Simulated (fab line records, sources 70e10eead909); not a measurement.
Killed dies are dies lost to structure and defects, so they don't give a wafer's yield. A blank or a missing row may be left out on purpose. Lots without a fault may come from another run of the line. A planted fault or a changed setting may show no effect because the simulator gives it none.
fab line records | flow nand_harc
record lots=5 wafers=15 last_day=24
route steps=1159 shown P_ZERO_WELL@29 END@1159
lots that met no fault: from a run of the same line without faults
start_h: hours from the record's first day to the start of the lot's first wafer shown | wait_h: hours since the lot's step before | " the same as in the row above | L1.1+2: a row that stands for several wafers | - no value, or no start given | * or withheld: withheld | < > ~ a bound
route shown NAME@n: a module of which the file shows steps, and the number in the route of the first | usual: mean/standard deviation of fault-free wafers | same: alike in all rows | chamber/n: place in a boat | sites: the reading at each site | _std_site: their standard deviation | _edge_site: outer sites' mean less inner sites' | radius_mm: how far each site lies from the wafer's centre | mask NAME#n: copy n | behind: the tool/chamber that last shaped the wafer | hold: why the lot was held/for how many hours/how that ended | device: the transistor (n, p or np) that didn't switch | end of line: the same wafers' tests at the end of the route | a step without rows: its recipe alone | killed: dies lost to structure and defects at the first sort, not the wafer's yield | map: a wafer's dies, x killed, . not, _ none there
set.NAME: the setting as run; set.NAME@STEP: as run at that earlier step | model.NAME: the simulator's own value behind a step, which no gauge read
lots at some steps of the route; a table a step, a row a wafer
services: from which hour (start_h, from the record's first day; less than 0 if before it) a tool's chamber was out of use, for how many hours, and why
## steps
# step NHARC_P_ZERO_WELL_CD_MEAS_24
# recipe target_cd_nm=720 landing_energy_ev=500
# usual cd_nm=719.9/1.7
# columns lot.wafer tool chamber start_h wait_h cd_nm
L604.4 cd_sem-01 0 44.49 - 716.1
L604.5 " 0 " " 717.1
L604.6 " 0 " " 717.4
L605.2 cd_sem-03 0 50.80 - 723.2
L605.3 " 0 " " 721.4
L605.4 " 0 " " 722.0
L607.1 cd_sem-02 0 62.60 - 721.6
L607.2 " 0 " " 719.6
L607.5 " 0 " " 720.3
L608.1 cd_sem-02 0 68.62 - 719.5
L608.5 " 0 " " 716.9
L608.6 " 0 " " 719.6
L618.1 cd_sem-02 0 128.61 - 719.7
L618.4 " 0 " " 717.4
L618.5 " 0 " " 719.9
# step NHARC_P_ZERO_WELL_HARDBAKE_25
# recipe temp_c=125 time_s=80
# step NHARC_P_ZERO_WELL_DESCUM_26
# recipe time_s=3 o2_flow_sccm=200 ar_flow_sccm=0 bias_power_w=0 chemistry=O2
# usual chamber_pressure_mTorr=60.00/0.061 drypump_motor_current_A=6.0/0.37 oes_product_au=0.998/0.0067 rf_vpp_V=57.7/0.91 showerhead_plenum_p_Torr=1.88/0.05 throttle_valve_pct=11.311/0.0089
# columns lot.wafer tool chamber start_h wait_h chamber_pressure_mTorr drypump_motor_current_A oes_product_au rf_hours_counter_h rf_vpp_V showerhead_plenum_p_Torr throttle_valve_pct
L604.4 rie_diel-10 3 44.64 - 59.97 6.1 1.006 3 56.5 1.80 11.310
L604.6 " 3 " " 59.98 6.1 0.999 - 57.9 1.80 11.302
L604.5 " 0 " " 59.97 5.4 0.997 - 57.5 1.85 11.295
L605.2 rie_diel-09 0 50.96 - 59.97 6.0 0.989 9 59.2 1.85 11.299
L605.3 " 3 " " 59.96 6.2 0.997 9 58.3 1.98 11.303
L605.4 " 2 " " 60.03 6.2 0.998 - 58.2 1.90 11.319
L607.1 rie_diel-10 1 62.76 - 60.08 5.5 0.995 3 55.9 1.88 11.307
L607.2 " 3 " " 59.93 6.1 0.988 3 57.1 1.80 11.312
L607.5 " 1 " " 60.00 5.4 0.994 - 58.9 1.88 11.314
L608.1 rie_diel-09 2 68.81 - 60.02 6.2 1.006 12 58.2 1.89 11.312
L608.5 " 3 " " 59.87 6.2 0.997 - 57.4 1.98 11.319
L608.6 " 0 " " 60.05 6.1 0.987 - 56.0 1.85 11.314
L618.1 rie_diel-09 2 128.79 - 59.99 6.3 1.009 3 58.0 1.89 11.303
L618.4 " 1 " " 60.01 6.0 0.991 - 58.1 1.85 11.300
L618.5 " 0 " " 59.98 6.0 1.002 - 58.4 1.85 11.316
# step NHARC_P_ZERO_WELL_IMPLANT_27
# recipe energy_kev=600 dose_cm2=1e+13 tilt_deg=7
# step NHARC_P_ZERO_WELL_IMPLANT_57
# recipe energy_kev=250 dose_cm2=4e+12 tilt_deg=7
# step NHARC_P_ZERO_WELL_IMPLANT_58
# recipe energy_kev=100 dose_cm2=2e+12 tilt_deg=7
# step NHARC_P_ZERO_WELL_STRIP_28
# recipe time_s=840 temp_c=130 chemistry=SPM
# step NHARC_P_ZERO_WELL_DEHYDRATE_29
# recipe temp_c=150 time_s=120
# step NHARC_P_ZERO_WELL_HMDS_30
# recipe time_s=30
# step NHARC_P_ZERO_WELL_COAT_31
# recipe spin_rpm=withheld
# step NHARC_P_ZERO_WELL_SOFTBAKE_32
# recipe temp_c=122 time_s=95
# step NHARC_P_ZERO_WELL_EBR_33
# step NHARC_P_ZERO_WELL_EXPOSE_34
# recipe na=0.6 target_cd_nm=720 dose_mj=22.31 mask_id=P_PWELL
# usual reticle_temp_C=22.99/0.12 stage_vel_mm_s=500.05/0.27
# columns lot.wafer tool chamber start_h wait_h mask reticle_temp_C stage_vel_mm_s
L604.4 krf_scanner-03 0 46.02 - P_PWELL#0 23.03 500.14
L604.5 " 0 " " P_PWELL#0 22.93 500.11
L604.6 " 0 " " P_PWELL#0 22.97 499.75
L605.2 krf_scanner-01 0 52.34 - P_PWELL#0 22.81 500.10
L605.3 " 0 " " P_PWELL#0 23.04 500.27
L605.4 " 0 " " P_PWELL#0 22.82 500.34
L607.1 krf_scanner-03 0 64.09 - P_HVPW#0 23.15 499.79
L607.2 " 0 " " P_HVPW#0 23.14 500.00
L607.5 " 0 " " P_HVPW#0 23.21 499.81
L608.1 krf_scanner-01 0 70.10 - P_PWELL#0 22.94 500.26
L608.5 " 0 " " P_PWELL#0 22.95 500.06
L608.6 " 0 " " P_PWELL#0 23.11 499.58
L618.1 krf_scanner-01 0 130.01 - P_PWELL#0 22.89 500.15
L618.4 " 0 " " P_PWELL#0 22.95 500.27
L618.5 " 0 " " P_PWELL#0 23.04 500.48
# step NHARC_P_ZERO_WELL_PEB_35
# recipe peb_temp_c=118 peb_time_s=85
# step NHARC_P_ZERO_WELL_DEVELOP_36
# recipe time_s=70
# step NHARC_P_ZERO_WELL_CD_MEAS_37
# recipe target_cd_nm=720 landing_energy_ev=500
# usual cd_nm=720.3/1.3
# columns lot.wafer tool chamber start_h wait_h cd_nm
L604.4 cd_sem-01 0 46.17 - 718.8
L604.5 " 0 " " 719.3
L604.6 " 0 " " 718.5
L605.2 cd_sem-03 0 52.50 - 721.8
L605.3 " 0 " " 720.9
L605.4 " 0 " " 721.0
L607.1 cd_sem-02 0 64.25 - -
L607.2 " 0 " " -
L607.5 " 0 " " -
L608.1 cd_sem-01 0 70.27 - 719.6
L608.5 " 0 " " 720.9
L608.6 " 0 " " 719.7
L618.1 cd_sem-01 0 130.16 - 719.8
L618.4 " 0 " " 721.0
L618.5 " 0 " " 718.6
# step NHARC_P_ZERO_WELL_HARDBAKE_38
# recipe temp_c=125 time_s=80
# step NHARC_END_SORT_01
# recipe temp_c=25
# usual killed_at_array=29/11 killed_at_other=0.6/0.92 killed_at_periphery=3.2/2 killed_dies=33/11 killed_open=3.2/2 killed_short=1.9/1.5
# same gross_dies=677
# columns lot.wafer tool chamber start_h wait_h killed_at_array killed_at_other killed_at_periphery killed_dies killed_open killed_short
L607.1 prober-01 0 492.86 2.5 36 0 641 677 3 0
L607.2 prober-01 0 493.67 2.8 37 0 640 677 1 1
L607.5 prober-01 0 496.10 3.7 38 0 639 677 4 0
# killed by level:class
L607.1 P_ZERO_WELL:area_expose=635 A_CHANNEL_HOLE_D1:chamber_film_flake=18 A_SLIT:chamber_film_flake=11 A_CONTACT:chamber_film_flake=5 P_STI:geometric_particle:open=1 P_GATE:geometric_particle:open=1 P_M2:geometric_particle:open=1 P_STI:chamber_film_flake=1
L607.2 P_ZERO_WELL:area_expose=639 A_CHANNEL_HOLE_D1:chamber_film_flake=17 A_SLIT:chamber_film_flake=14 A_CHANNEL_FILL_D1:chamber_film_flake=2 A_STAIRCASE:chamber_film_flake=2 P_STI:geometric_particle:open=1 A_ONON_D1:geometric_particle:short=1 A_CONTACT:chamber_film_flake=1
L607.5 P_ZERO_WELL:area_expose=636 A_CHANNEL_HOLE_D1:chamber_film_flake=19 A_SLIT:chamber_film_flake=13 P_STI:chamber_film_flake=2 A_CONTACT:chamber_film_flake=2 A_ONON_D1:geometric_particle:open=1 A_WL_FILL:geometric_particle:open=1 A_CONTACT:geometric_particle:open=1
# map L607.1 (x killed, . not)
____________x____________
_________xxxxxxx_________
_______xxxxxxxxxxx_______
______xxxxxxxxxxxxx______
_____xxxxxxxxxxxxxxx_____
____xxxxxxxxxxxxxxxxx____
____xxxxxxxxxxxxxxxxx____
___xxxxxxxxxxxxxxxxxxx___
___xxxxxxxxxxxxxxxxxxx___
__xxxxxxxxxxxxxxxxxxxxx__
__xxxxxxxxxxxxxxxxxxxxx__
_xxxxxxxxxxxxxxxxxxxxxxx_
_xxxxxxxxxxxxxxxxxxxxxxx_
_xxxxxxxxxxxxxxxxxxxxxxx_
_xxxxxxxxxxxxxxxxxxxxxxx_
_xxxxxxxxxxxxxxxxxxxxxxx_
xxxxxxxxxxxxxxxxxxxxxxxxx
xxxxxxxxxxxxxxxxxxxxxxxxx
xxxxxxxxxxxxxxxxxxxxxxxxx
xxxxxxxxxxxxxxxxxxxxxxxxx
xxxxxxxxxxxxxxxxxxxxxxxxx
_xxxxxxxxxxxxxxxxxxxxxxx_
_xxxxxxxxxxxxxxxxxxxxxxx_
_xxxxxxxxxxxxxxxxxxxxxxx_
_xxxxxxxxxxxxxxxxxxxxxxx_
_xxxxxxxxxxxxxxxxxxxxxxx_
__xxxxxxxxxxxxxxxxxxxxx__
__xxxxxxxxxxxxxxxxxxxxx__
___xxxxxxxxxxxxxxxxxxx___
___xxxxxxxxxxxxxxxxxxx___
____xxxxxxxxxxxxxxxxx____
____xxxxxxxxxxxxxxxxx____
_____xxxxxxxxxxxxxxx_____
______xxxxxxxxxxxxx______
_______xxxxxxxxxxx_______
_________xxxxxxx_________
____________x____________
# map L604.4 (x killed, . not)
____________x____________
_________......._________
_______....x......_______
______.......x.....______
_____.......x......._____
____.................____
____........x........____
___...................___
___.....x.x...........___
__.....................__
__.....................__
_..........x............_
_x.x...................._
_x......................_
_xx....................._
_.x.x..................._
.x.x.....................
.........................
xx.......................
.........xx..............
........x............x...
_.......xx.............._
_.........xx............_
_..........xx..........._
_......x..xx............_
_......................._
__........x............__
__......x..x...........__
___...................___
___...................___
____.................____
____.................____
_____..............._____
______.............______
_______..........._______
_________......._________
____________.____________
## services
# columns tool chamber start_h hours kind
krf_scanner-01 - 28.64 1.2 repair
rie_diel-10 2 30.06 2.9 repair
rie_diel-09 0 31.60 - clean
rie_diel-09 1 31.60 - clean
rie_diel-09 2 31.60 - clean
rie_diel-09 3 31.60 - clean
rie_diel-09 1 44.83 23.5 repair
krf_scanner-01 0 49.68 - calibration
rie_diel-09 0 56.10 - clean
rie_diel-09 2 56.10 - clean
rie_diel-09 3 56.10 - clean
krf_scanner-01 - 71.73 0.3 repair
rie_diel-09 - 77.10 9.0 pm
rie_diel-09 0 77.10 9.0 vent_cycle
rie_diel-09 1 77.10 9.0 vent_cycle
rie_diel-09 2 77.10 9.0 vent_cycle
rie_diel-09 3 77.10 9.0 vent_cycle
krf_scanner-01 - 84.00 4.0 pm
rie_diel-09 0 86.10 - clean
rie_diel-09 1 86.10 - clean
rie_diel-09 2 86.10 - clean
rie_diel-10 1 104.25 3.8 repair
krf_scanner-03 - 115.68 0.6 repair
rie_diel-09 3 126.59 25.4 repair
## key
first_sign step=NHARC_P_ZERO_WELL_EXPOSE_34 reading=mask direction=changed
effect step=NHARC_P_ZERO_WELL_CD_MEAS_37 reading=cd_nm direction=missing
effect step=NHARC_END_SORT_01 reading=killed_at_periphery direction=up sigmas=99+ usual=3.2 struck=640
more_kills_born_at NHARC_P_ZERO_WELL_EXPOSE_34@krf_scanner-03=1910
met_at NHARC_P_ZERO_WELL_EXPOSE_34
struck_wafers L607.1,L607.2,L607.5
later_rows_left_out L607.1,L607.2,L607.5
tester_left_out L607
onset_between 46.02 64.09
fault kind=wrong_mask tool=any chamber=- onset_h=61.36 steps=NHARC_P_ZERO_WELL_EXPOSE_34 aux_copy=P_HVPW#0 scope=struck_lots_only
# tester_left_out: of these lots the tester's yield and bins aren't shown, on N5 and GAA mostly nor the transistor test; their killed dies are dies lost to structure and defects alone, not to doping, threshold or leakage, so they don't give the yield
# later_rows_left_out: the simulator's readings of these wafers behind a module that went badly wrong aren't trusted and aren't shown, but for the sort
